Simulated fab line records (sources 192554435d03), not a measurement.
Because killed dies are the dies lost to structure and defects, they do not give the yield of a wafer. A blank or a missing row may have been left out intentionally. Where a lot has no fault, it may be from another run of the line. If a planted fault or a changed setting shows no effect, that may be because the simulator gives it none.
Which tool did it? -- flow n5Finfet -- 37 wafers from 15 lots sampled at 3 of the route's 1938 steps

WHAT EACH GAUGE READ, for each wafer
N5_FIN_CUT_OVL_MEAS_09.
lot,measured,on,FIN_CUT_OVL (nm)
L339,day 2 08:22,overlay-02,1.4 1.3 1.1
L341,day 2 21:32,overlay-01,1.0 0.4
L342,day 3 03:15,overlay-01,1.0 0.6
L343,day 3 11:04,overlay-01,0.5 0.0
L344,day 3 14:37,overlay-01,0.0 -1.1
L345,day 3 22:40,overlay-01,0.2 -0.1
L347,day 4 09:01,overlay-02,0.3 0.1
L348,day 4 15:13,overlay-02,0.5 -0.2 0.2
L350,day 5 03:44,overlay-01,1.2 -0.8 0.1
L351,day 5 09:44,overlay-02,1.0 0.3
L352,day 5 14:23,overlay-02,- - -
L353,day 5 20:57,overlay-01,- - -
L354,day 6 04:12,overlay-01,- - -
L356,day 6 15:19,overlay-02,-0.7 1.1
L361,day 8 01:33,overlay-01,1.1 1.2 0.9

TOOL THAT RAN EACH LOT (tool first, then ch and the chambers of the sampled wafers, then the start)
lot,N5_FIN_SAQP_HM_OPEN_33,N5_FIN_CUT_PEB_06
L339,"rieDiel-05 ch 0,2,3, day 2 07:30","lithoTrack-01 ch 0, day 2 08:14"
L341,"rieDiel-01 ch 0,3, day 2 20:40","lithoTrack-04 ch 0, day 2 21:26"
L342,"rieDiel-05 ch 2,3, day 3 02:23","lithoTrack-04 ch 0, day 3 03:09"
L343,"rieDiel-04 ch 0,1, day 3 10:04","lithoTrack-01 ch 0, day 3 10:58"
L344,"rieDiel-04 ch 1,2, day 3 13:44","lithoTrack-01 ch 0, day 3 14:31"
L345,"rieDiel-05 ch 3, day 3 21:44","lithoTrack-02 ch 0, day 3 22:34"
L347,"rieDiel-05 ch 0,1, day 4 07:58","lithoTrack-04 ch 0, day 4 08:53"
L348,"rieDiel-05 ch 0,1,3, day 4 14:20","lithoTrack-04 ch 0, day 4 15:07"
L350,"rieDiel-01 ch 0,1,2, day 5 02:50","lithoTrack-02 ch 0, day 5 03:37"
L351,"rieDiel-04 ch 0,2, day 5 08:46","lithoTrack-02 ch 0, day 5 09:38"
L352,"rieDiel-01 ch 0,1, day 5 13:31","lithoTrack-02, day 5 14:17"
L353,"rieDiel-01 ch 1,2,3, day 5 19:57","lithoTrack-01, day 5 20:51"
L354,"rieDiel-05 ch 0,2, day 6 03:18","lithoTrack-01, day 6 04:06"
L356,"rieDiel-01 ch 0,2, day 6 14:20","lithoTrack-02 ch 0, day 6 15:13"
L361,"rieDiel-04 ch 0,1,3, day 8 00:40","lithoTrack-01 ch 0, day 8 01:27"
- N5_FIN_SAQP_HM_OPEN_33: chemistry CH3F/O2, target SiNx, target depth 49.4 nm, time 70.6 s.
- N5_FIN_CUT_PEB_06: peb time 60 s.

AS READ BY THE TOOLS THEMSELVES (means over the sampled wafers that have a number; for cases with no such wafer, the mark the record gives instead)
N5_FIN_SAQP_HM_OPEN_33.
lot,tool,drypumpMotorCurrentA (A),etchRfOnTimeS (s),oesProductAu (a.u.),rfVppV (V),showerheadPlenumPTorr (Torr),throttleValvePct (%)
L339,rieDiel-05,5.6,72.2,0.69,294,1.99,16.48
L341,rieDiel-01,6.2,69.2,0.73,305,2.04,16.39
L342,rieDiel-05,5.8,72.2,0.61,294,1.98,16.64
L343,rieDiel-04,5.7,69.0,0.76,283,2.00,16.25
L344,rieDiel-04,5.5,68.8,0.71,292,2.02,16.46
L345,rieDiel-05,5.0,73.7,0.57,295,1.99,16.65
L347,rieDiel-05,5.4,69.1,0.80,302,1.98,16.22
L348,rieDiel-05,5.3,70.4,0.72,299,1.98,16.38
L350,rieDiel-01,5.8,71.4,0.65,296,2.04,16.61
L351,rieDiel-04,5.6,72.0,0.63,294,1.94,16.37
L352,rieDiel-01,6.1,69.3,0.66,304,2.01,16.58
L353,rieDiel-01,5.7,69.6,0.66,295,2.05,16.66
L354,rieDiel-05,6.2,72.4,0.66,294,1.98,16.54
L356,rieDiel-01,5.8,69.5,0.67,292,2.08,16.48
L361,rieDiel-04,5.8,68.5,0.74,291,1.98,16.22

N5_FIN_CUT_PEB_06.
lot,tool,chillPlateTempC (C),exhaustPa (Pa)
L339,lithoTrack-01,22.97,44.9
L341,lithoTrack-04,23.02,45.0
L342,lithoTrack-04,23.00,44.8
L343,lithoTrack-01,23.16,44.7
L344,lithoTrack-01,22.95,45.5
L345,lithoTrack-02,22.95,44.5
L347,lithoTrack-04,22.93,44.3
L348,lithoTrack-04,22.97,46.1
L350,lithoTrack-02,23.05,45.2
L351,lithoTrack-02,23.00,44.7
L352,lithoTrack-02,-,-
L353,lithoTrack-01,-,-
L354,lithoTrack-01,-,-
L356,lithoTrack-02,22.91,45.5
L361,lithoTrack-01,23.06,43.7

THE ANSWER, worked out from the rows above alone
Rule: the lots themselves supply what counts as usual. The widest of any qualifying gaps counts: lots, ordered by their means at a reading, are off when they make up no more than a third of the lots, leave a main group of 4 or more, and stand apart from it by 3 or more times the standard deviation of that group's means. If all means in a main group match to the digits the tables above print for the reading, that group is not used. Also off: a lot with no number at a reading for which 4 or more lots have one. Any other lot the step has rows for is counted as sound. The gauges are gone through in route order, then the tools' own readings, and for those a lot's mean is taken as printed above. The first step at which some lot is off is used, and at that step the reading that is off furthest; a lot without a number counts as furthest.
Off: L352, L353, L354, at N5_FIN_CUT_OVL_MEAS_09 (FIN_CUT_OVL). Without a number there: L352, L353, L354. The main group has a mean of 0.4 nm with a standard deviation of 0.48.
If a tool, at a process step before that reading, ran all the lots that are off and no sound lot after the first of them, it fits. Not tried: the gauges at N5_FIN_CUT_OVL_MEAS_09; whatever is off there is also off at N5_FIN_CUT_PEB_06, on other tools, and gauge error can't account for it. No candidate that was tried fits.

WHAT THE SIMULATOR HAD INSERTED
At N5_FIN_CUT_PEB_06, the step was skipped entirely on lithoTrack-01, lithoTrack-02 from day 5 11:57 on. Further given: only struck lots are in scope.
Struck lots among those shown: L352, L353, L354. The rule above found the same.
